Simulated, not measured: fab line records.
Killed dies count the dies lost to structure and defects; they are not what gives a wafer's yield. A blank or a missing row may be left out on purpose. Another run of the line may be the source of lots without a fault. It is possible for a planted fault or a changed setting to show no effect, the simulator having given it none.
fab line records	flow n5Finfet
record lots=3	wafers=8	lastDay=17
route steps=1938 shown BEOL_M12@1627 BEOL_M13@1659 BEOL_M15@1830 PASSIVATION@1936
lots untouched by any fault: they come from a run of this same line in which no faults occurred
startH: the number of hours between the record's first day and the start of the first shown wafer of the lot	waitH: hours elapsed since this lot's preceding step	" identical to the entry in the row above	L1.1+2: a single row standing in for several wafers	- value missing, or start not given	* or withheld: withheld	< > ~ a bound
route shown NAME@n: names a module that has steps shown in the file, with the first one's number in the route	usual: mean/standard deviation taken from wafers without a fault	same: alike in all rows	chamber/n: place in a boat	sites: the reading at each site	_std_site: the standard deviation of these	_edge_site: mean of outer sites minus mean of inner sites	radiusMm: for every site, how far away it sits from the centre of the wafer	mask NAME#n: copy n	behind: the most recent tool/chamber to have shaped the wafer	hold: the reason the lot was held/the length of the hold in hours/how it ended	device: transistor that didn't switch, given as n, p or np	end of line: the route-end tests of the same wafers	for a step that has no rows: nothing shown but its recipe	killed: not the wafer's yield, but the dies lost to structure and defects at the first sort	map: per-die view of a wafer (x killed, . not killed, _ where there is no die)
set.NAME: the run value of the setting; set.NAME@STEP: its run value at that earlier step	model.NAME: the simulator's own value behind a step, which no gauge read
a table for each step, a row for each wafer; lots at some steps of the route
services: when a tool's chamber went out of use (startH, in hours from the record's first day, below 0 if earlier), for how many hours, and the reason
## steps
# step N5_BEOL_M12_SOFTBAKE_23
# recipe tempC=130	timeS=60
# step N5_BEOL_M12_EXPOSE_25
# recipe maskId=M12	na=0.93	sourceShape=conventional	sigmaOuter=0.4	polarization=unpolarized	doseMj=21.8
# step N5_BEOL_M12_PEB_26
# recipe pebTempC=130	pebTimeS=90
# step N5_BEOL_M12_DEVELOP_27
# recipe developTimeS=45	rinseLiquid=diw	dry=airSpin	devTempC=21
# step N5_BEOL_M12_HARDBAKE_32
# recipe tempC=130	timeS=120
# step N5_BEOL_M12_DESCUM_33
# recipe chemistry=O2	timeS=7.9	sourcePowerW=50	biasPowerW=20	pressureMtorr=20	rfFrequencyHz=2.712e+07	tempC=40	o2FlowSccm=225
# step N5_BEOL_M12_ETCH_67
# recipe chemistry=CF4	target=SiARC	targetDepthA=1430	timeS=238.3	ionEnergyEv=80	pressureMtorr=40	sourceW=545	biasW=36	Ar_flow_sccm=100	cf4FlowSccm=100	ends=cleared
# step N5_BEOL_M12_ETCH_68
# recipe chemistry=N2/H2	target=SOC	maskMaterial=SiARC	sourceW=3000	biasW=350	tempC=40	timeS=285	ionEnergyEv=200	pressureMtorr=30	n2FlowSccm=200	h2FlowSccm=200
# step N5_BEOL_M12_STRIP_69
# recipe chemistry=N2/H2	tempC=40	n2FlowSccm=200	h2FlowSccm=200	rfFrequencyHz=6e+07
# step N5_BEOL_M12_TRENCH_ETCH_34
# recipe chemistry=C4F8/O2/Ar	target=SiOC	targetDepthA=3189.5	maskMaterial=SOC	pressureMtorr=30	sourceW=3000	biasW=700	Ar_flow_sccm=400	C4F8_flow_sccm=15	O2_flow_sccm=8	heInnerTorr=15	heOuterTorr=30	timeS=125.5	ionEnergyEv=250
# usual drypumpMotorCurrentA=5.5/0.4	oesProductAu=0.80/0.058	rfVppV=666/3.8	showerheadPlenumPTorr=3.44/0.12	throttleValvePct=24.19/0.19
lot.wafer	tool	chamber	startH	waitH	drypumpMotorCurrentA	oesProductAu	rfHoursCounterH	rfVppV	showerheadPlenumPTorr	throttleValvePct	model.etch.depthNm
L812.1	rieDiel-04	2	260.14	0.0	5.5	0.79	118	666	3.44	23.92	319.3
L812.4	"	1	"	"	6.5	0.83	76	664	3.34	24.58	323.8
L812.6	"	2	"	"	5.5	0.79	-	665	3.44	23.95	322.1
L821.2	rieDiel-04	1	325.61	0.0	6.5	0.81	96	661	3.33	24.60	323.9
L821.3	"	0	"	"	5.1	0.86	34	665	3.36	24.28	514.6
L821.6	"	0	"	"	5.1	0.86	-	664	3.36	24.31	514.9
L829.1	rieDiel-03	3	374.27	0.0	5.4	0.74	150	672	3.54	24.02	320.7
L829.5	"	2	"	"	5.6	0.71	-	661	3.27	24.41	322.1
# step N5_BEOL_M12_STRIP_70
# recipe chemistry=C4F8/O2/Ar	resist=SiARC	rfFrequencyHz=6e+07
# step N5_BEOL_M12_OCD_MEAS_35
# usual trenchDepthNm=320/5.1
lot.wafer	tool	chamber	startH	waitH	trenchDepthNm
L812.1	ocd-01	-	260.29	0.0	319
L812.4	"	-	"	"	324
L812.6	"	-	"	"	322
L821.2	ocd-01	-	325.77	0.0	324
L821.3	"	-	"	"	514
L821.6	"	-	"	"	515
L829.1	ocd-01	-	374.43	0.0	321
L829.5	"	-	"	"	322
# step N5_BEOL_M12_STRIP_37
# recipe chemistry=N2/H2	powerW=1000	tempC=250	h2Frac=0.65	overashFraction=0.3	pressureMtorr=withheld	n2FlowSccm=1750	h2FlowSccm=3250
# step N5_BEOL_M12_ETCH_38
# recipe chemistry=CF4/N2	target=SiCN	targetDepthA=687	taperDeg=2	timeS=73.4	ionEnergyEv=150	maskMaterial=SiO2	pressureMtorr=40	sourceW=430	biasW=70	Ar_flow_sccm=100	cf4FlowSccm=60	n2FlowSccm=60
# step N5_BEOL_M12_PRECLEAN_39
# recipe chemistry=residueRemover	timeS=60	tempC=40
# step N5_BEOL_M12_SRD_40
# recipe timeS=30	tempC=23	rinseLiquid=diw	dry=n2Spin	spinRpm=1500	dryTimeS=30
# step N5_BEOL_M12_DEGAS_41
# recipe ambient=vacuum	tempC=250	timeS=60
# step N5_BEOL_M12_PRE_CLEAN_42
# recipe gas=H2/He	timeS=30	tempC=250
# step N5_BEOL_M12_SPUTTER_43
# recipe material=TaN	targetThkA=150	tempC=50	biasV=168.6	powerW=15000	chamberPressurePa=0.12	timeS=24.19
# step N5_BEOL_M12_SPUTTER_44
# recipe material=Ta	targetThkA=100	tempC=50	biasV=80	powerW=15000	chamberPressurePa=0.07	timeS=16.13
# step N5_BEOL_M12_SPUTTER_45
# recipe material=Cu	targetThkA=800	tempC=-20	biasV=60	powerW=26000	chamberPressurePa=0.13	timeS=13.33
# step N5_BEOL_M12_ECD_47
# recipe material=Cu	targetThkA=7200
# step N5_BEOL_M12_ANNEAL_48
# recipe tempC=225	timeS=90	ambient=N2
# step N5_BEOL_M12_CMP_49
# recipe stopOn=SiOC	tOverpolishS=20.6	downForcePsi=1	platenRpm=50	clearingPlatenDownForcePsi=1.5	clearingPlatenRpm=50	postCmpClean=cuAlkaline	targetThkNm=320	clearingPlatenPadVelocityMS=0.99484	padVelocityMS=0.99484
# usual barrierFieldEndpointS=30.4/0.8	headPressurePsi=0.9999/0.0025	motorCurrentA=5.8/0.32	overpolishRunS=20.600/0.0087	slurryFilterDpKPa=13.50/0.14
lot.wafer	tool	chamber	startH	waitH	barrierFieldEndpointS	headPressurePsi	motorCurrentA	overpolishRunS	slurryFilterDpKPa	model.Cu_of_BEOL_M12_ECD_47.thkNm
L812.1	cmp-04	1	262.67	0.3	29.5	0.9987	5.5	20.591	13.95	320
L812.4	"	3	"	"	30.2	1.0033	6.3	20.601	13.42	324
L812.6	"	1	"	"	30.4	0.9977	5.4	20.599	13.54	323.8
L821.3	cmp-02	1	327.26	0.2	29.9	0.9988	5.7	20.604	13.57	515.2
L821.2	"	3	"	"	29.7	0.9974	5.8	20.592	13.45	323.6
L821.6	"	1	"	"	30.2	1.0007	5.8	20.591	13.40	516
L829.1	cmp-03	2	376.19	0.3	31.4	1.0039	6.3	20.597	13.58	321.8
L829.5	"	2	"	"	31.4	1.0000	6.2	20.600	13.61	323.4
# step N5_BEOL_M12_THK_MEAS_50
# recipe thkMeasGauge=xrf	reads=Cu_of_BEOL_M12_ECD_47
# usual M12_THK=331/6
lot.wafer	tool	chamber	startH	waitH	M12_THK[nm]
L812.1	filmMetro-02	-	262.97	-	325
L812.4	"	-	"	"	328
L812.6	"	-	"	"	328
L821.2	filmMetro-01	-	327.51	-	337
L821.3	"	-	"	"	539
L821.6	"	-	"	"	540
L829.1	filmMetro-01	-	376.44	-	328
L829.5	"	-	"	"	332
# step N5_BEOL_M12_PRE_CLEAN_52
# recipe gas=NH3	timeS=15	tempC=withheld	rfPowerW=300
# step N5_BEOL_M12_DEP_53
# recipe material=SiCN	targetThkA=300	tempC=withheld	precursor=3MS/NH3	pressureTorr=3	rfW=675	timeS=10.5
# step N5_BEOL_M12_RS_MEAS_54
# recipe thkMeasGauge=four-point-probe	reads=Cu_of_BEOL_M12_ECD_47+Ta_of_BEOL_M12_SPUTTER_44+TaN_of_BEOL_M12_SPUTTER_43
# usual M12_RS=0.0597/0.001
lot.wafer	tool	chamber	startH	waitH	M12_RS[ohm/sq]
L812.1	filmMetro-01	-	263.09	0.0	0.0601
L812.4	"	-	"	"	0.0592
L812.6	"	-	"	"	0.0593
L821.2	filmMetro-02	-	327.64	0.0	0.0593
L821.3	"	-	"	"	0.0366
L821.6	"	-	"	"	0.0365
L829.1	filmMetro-01	-	376.57	0.0	0.0599
L829.5	"	-	"	"	0.0594
# step N5_BEOL_M13_ILD_DEP_00
# recipe material=SiOC	targetThkA=8379.2	tempC=350	precursor=DEMS/O2	pressureTorr=5	rfW=500	timeS=166.4
# step N5_BEOL_M13_COAT_58
# recipe resist=BARC	tempC=205	timeS=60	spinRpm=1500	resistThkNm=89
# step N5_BEOL_M13_COAT_04
# recipe spinRpm=1625	resistThkNm=400
# step N5_BEOL_M13_EBR_06
# recipe solvent=PGMEA	ebrWidthMm=1.5
# step N5_BEOL_M13_SOFTBAKE_05
# recipe tempC=130	timeS=60
# step N5_BEOL_M13_EXPOSE_07
# recipe maskId=V12	na=0.93	sourceShape=conventional	sigmaOuter=0.6	polarization=unpolarized	attpsmPhaseDeg=180	doseMj=24.8
# step N5_BEOL_M13_PEB_08
# recipe pebTempC=130	pebTimeS=90
# step N5_BEOL_M13_DEVELOP_09
# recipe developTimeS=45	rinseLiquid=diw	dry=airSpin	devTempC=21
# step N5_BEOL_M13_HARDBAKE_14
# recipe tempC=130	timeS=120
# step N5_BEOL_M15_RC_MEAS_101
# usual COMB_M10=1.5e-11/3.3e-12	COMB_M11=1.54e-11/2.5e-12	COMB_M13=5.5e-12/1e-12	COMB_M14=4.3e-12/9.1e-13	COMB_M14_max_site=6e-12/1.5e-12	COMB_M15=3.2e-12/5.7e-13	COMB_M5=3.6e-11/7.6e-12	COMB_M5_max_site=5.1e-11/1.3e-11	COMB_M6=2.6e-11/5.1e-12	COMB_M7=2.5e-11/4.4e-12	COMB_M8=2.5e-11/5.3e-12	COMB_M9=1.55e-11/2.8e-12	COMB_M9_max_site=2.3e-11/5.3e-12	SERP_M10=3.05/0.084	SERP_M11=3.10/0.089	SERP_M12=0.634/0.018	SERP_M12_max_site=0.646/0.018	SERP_M13=0.311/0.0068	SERP_M14=0.160/0.0047	SERP_M5=39.0/1.5	SERP_M6=13.5/0.58	SERP_M7=13.9/0.62	SERP_M8=13.5/0.5	SERP_M9=3.04/0.091
lot.wafer	tool	chamber	startH	waitH	COMB_M10[S/m]	COMB_M11[S/m]	COMB_M13[S/m]	COMB_M14[S/m]	COMB_M14_max_site[S/m]	COMB_M15[S/m]	COMB_M5[S/m]	COMB_M5_max_site[S/m]	COMB_M6[S/m]	COMB_M7[S/m]	COMB_M8[S/m]	COMB_M9[S/m]	COMB_M9_max_site[S/m]	SERP_M10[ohm/um]	SERP_M11[ohm/um]	SERP_M12[ohm/um]	SERP_M12_max_site[ohm/um]	SERP_M13[ohm/um]	SERP_M14[ohm/um]	SERP_M5[ohm/um]	SERP_M6[ohm/um]	SERP_M7[ohm/um]	SERP_M8[ohm/um]	SERP_M9[ohm/um]
L812.1	prober-01	0	287.44	0.0	1.4e-11	1.33e-11	5.6e-12	4.1e-12	4.6e-12	3.5e-12	3e-11	3.8e-11	2.2e-11	2.4e-11	2.2e-11	1.4e-11	2.2e-11	3.05	3.16	0.645	0.650	0.322	0.156	35.6	14.4	13.5	14.4	3.05
L812.4	"	0	"	"	2.3e-11	1.22e-11	6e-12	6.2e-12	7.7e-12	3.9e-12	3.7e-11	5.2e-11	2.8e-11	2.2e-11	2.6e-11	1.67e-11	2.1e-11	3.07	3.27	0.638	0.653	0.314	0.154	38.2	13.0	13.3	14.6	3.07
L812.6	"	0	"	"	1.1e-11	2.08e-11	6e-12	3.7e-12	5.1e-12	3e-12	3.2e-11	5.1e-11	2.8e-11	2.6e-11	2.1e-11	1.75e-11	3.1e-11	3.17	2.99	0.649	0.656	0.310	0.154	38.4	13.8	14.7	13.4	2.90
L821.2	prober-02	0	347.50	0.2	1.7e-11	1.66e-11	6.2e-12	6.5e-12	9.3e-12	2.4e-12	2.9e-11	3.9e-11	2.4e-11	2.9e-11	3.3e-11	1.57e-11	2.4e-11	2.91	3.09	0.626	0.638	0.314	0.168	38.8	13.4	14.2	13.3	2.92
L821.3	"	0	"	"	2.1e-11	1.92e-11	6e-12	4.3e-12	7.2e-12	2.7e-12	2.8e-11	4.7e-11	2.8e-11	2.8e-11	2.1e-11	1.36e-11	1.7e-11	3.05	3.14	0.373	0.378	0.314	0.170	40.0	13.5	14.1	13.3	3.06
L821.6	"	0	"	"	1.8e-11	1.47e-11	4.1e-12	3.8e-12	5.5e-12	3e-12	2.9e-11	4.2e-11	2.4e-11	3e-11	2.8e-11	1.76e-11	2.5e-11	3.00	3.14	0.374	0.380	0.314	0.170	39.8	13.8	13.2	14.2	3.02
L829.1	prober-01	0	400.95	0.0	1.2e-11	1.44e-11	7.1e-12	3.3e-12	4.1e-12	3.2e-12	3.4e-11	4.1e-11	2e-11	2.3e-11	1.9e-11	2.23e-11	3.5e-11	2.97	3.04	0.627	0.635	0.314	0.159	37.6	12.7	13.3	13.4	3.20
L829.5	"	0	"	"	1.6e-11	1.09e-11	7.1e-12	3.8e-12	5.6e-12	4e-12	4.5e-11	5.5e-11	2.7e-11	3.2e-11	2.4e-11	1.2e-11	1.5e-11	3.05	2.94	0.642	0.668	0.307	0.167	41.9	13.1	13.8	13.6	3.22
# sites SERP_M12 radiusMm=0,75,75,75,75,140,140,140,140
L812.1 0.633 0.634 0.619 0.641 0.650 0.645 0.649 0.645 0.645
L821.2 0.621 0.612 0.637 0.626 0.636 0.619 0.634 0.638 0.619
L829.1 0.618 0.632 0.616 0.627 0.624 0.628 0.635 0.624 0.633
# step N5_PASSIVATION_PROBE_49
# usual defectLimitedYield=91.0/1.5	killed_at_M0_to_M3=35/11	killed_at_M4_up=13/5	killedAtContacts=12/5.9	killedAtFrontEnd=42/13	killedAtOther=3/3.2	killedDies=106/18	killedOpen=69/13	killedShort=35/8.9	sort_bin_5_function=5.2/0.95	sort_bin_6_memory=3.3/0.71	sortNPass=1074/18	sortYieldPct=91.0/1.5
# same grossDies=1180	killedAtBackSide=0	sort_bin_4_leakage[%]=0	sort_bin_8_speed[%]=0
lot.wafer	tool	chamber	startH	waitH	defectLimitedYield[%]	killed_at_M0_to_M3	killed_at_M4_up	killedAtContacts	killedAtFrontEnd	killedAtOther	killedDies	killedOpen	killedShort	sort_bin_5_function[%]	sort_bin_6_memory[%]	sortNPass	sortYieldPct[%]
L812.1	prober-02	-	304.70	0.0	90.1	47	14	17	38	1	117	85	31	6.0	3.7	1063	90.1
L812.4	prober-02	-	304.85	0.2	89.9	50	11	13	42	3	119	76	43	5.5	4.3	1061	89.9
L812.6	prober-02	-	304.95	0.3	89.8	49	14	17	39	1	120	82	38	6.0	3.7	1060	89.8
L829.1	prober-02	-	414.09	0.0	91.4	34	15	1	45	6	101	66	34	5.5	2.8	1079	91.4
# killed by level:class
L812.1 BEOL_M1:geometricParticle:open=21 MOL_CONTACT_COAG:geometricParticle:open=13 STI_FIN_REVEAL:geometricParticle:open=9 FIN_SAQP:geometricParticle:open=8 BEOL_M3:geometricParticle:open=6 BEOL_M4:geometricParticle:open=6 DUMMY_GATE:geometricParticle:open=5 BEOL_M0_SAQP:geometricParticle:open=5
L812.4 STI_FIN_REVEAL:geometricParticle:open=13 FIN_SAQP:geometricParticle:short=12 BEOL_M0_SAQP:geometricParticle:short=12 BEOL_M0_SAQP:geometricParticle:open=10 MOL_CONTACT_COAG:geometricParticle:open=9 BEOL_M2:geometricParticle:open=7 BEOL_M3:geometricParticle:open=6 BEOL_M1:geometricParticle:open=5
L812.6 BEOL_M0_SAQP:geometricParticle:short=15 MOL_CONTACT_COAG:geometricParticle:open=13 BEOL_M0_SAQP:geometricParticle:open=9 BEOL_M3:geometricParticle:open=9 STI_FIN_REVEAL:geometricParticle:open=8 BEOL_M1:geometricParticle:open=8 FIN_SAQP:geometricParticle:open=7 STARTING-WAFER:geometricParticle:open=6
L829.1 FIN_SAQP:geometricParticle:open=17 BEOL_M3:geometricParticle:open=9 STI_FIN_REVEAL:geometricParticle:open=8 BEOL_M4:geometricParticle:open=7 FIN_SAQP:geometricParticle:short=5 BEOL_M0_SAQP:geometricParticle:short=5 BEOL_M3:geometricParticle:short=5 STARTING-WAFER:geometricParticle:short=5
## services
tool	chamber	startH	hours	kind
cmp-04	-	250.04	4.0	pm
cmp-04	-	254.04	-	consumableReplace:conditioner
cmp-04	-	254.04	-	consumableReplace:pad
cmp-03	-	265.54	4.3	pm
cmp-04	-	268.18	0.3	repair
rieDiel-03	3	307.29	5.7	repair
rieDiel-04	2	323.48	19.8	repair
cmp-04	-	330.66	0.8	repair
cmp-04	-	358.70	1.1	repair
rieDiel-03	1	365.16	4.2	repair
cmp-02	-	371.86	1.0	repair
rieDiel-03	2	375.72	4.9	repair
## key
firstSign step=N5_BEOL_M12_OCD_MEAS_35	reading=trenchDepthNm	direction=up	sigmas=38	usual=320	struck=515
effect step=N5_BEOL_M12_THK_MEAS_50	reading=M12_THK	direction=up	sigmas=35	usual=331	struck=540
effect step=N5_BEOL_M12_RS_MEAS_54	reading=M12_RS	direction=down	sigmas=23	usual=0.0597	struck=0.0366
effect step=N5_BEOL_M15_RC_MEAS_101	reading=SERP_M12	direction=down	sigmas=15	usual=0.634	struck=0.374
modelEffect step=N5_BEOL_M12_TRENCH_ETCH_34	value=etch.depthNm	without=319.8	struck=514.8
modelEffect step=N5_BEOL_M12_CMP_49	value=Cu_of_BEOL_M12_ECD_47.thkNm	without=320.7	struck=515.6
metAt N5_BEOL_M12_TRENCH_ETCH_34
struckWafers L821.3,L821.6
fault kind=processParameterDrift	tool=rieDiel-04	chamber=0	onsetH=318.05	steps=N5_BEOL_M12_TRENCH_ETCH_34	channel=timeS	offset=*	shape=step	endH=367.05	actsIn=*	stated=*
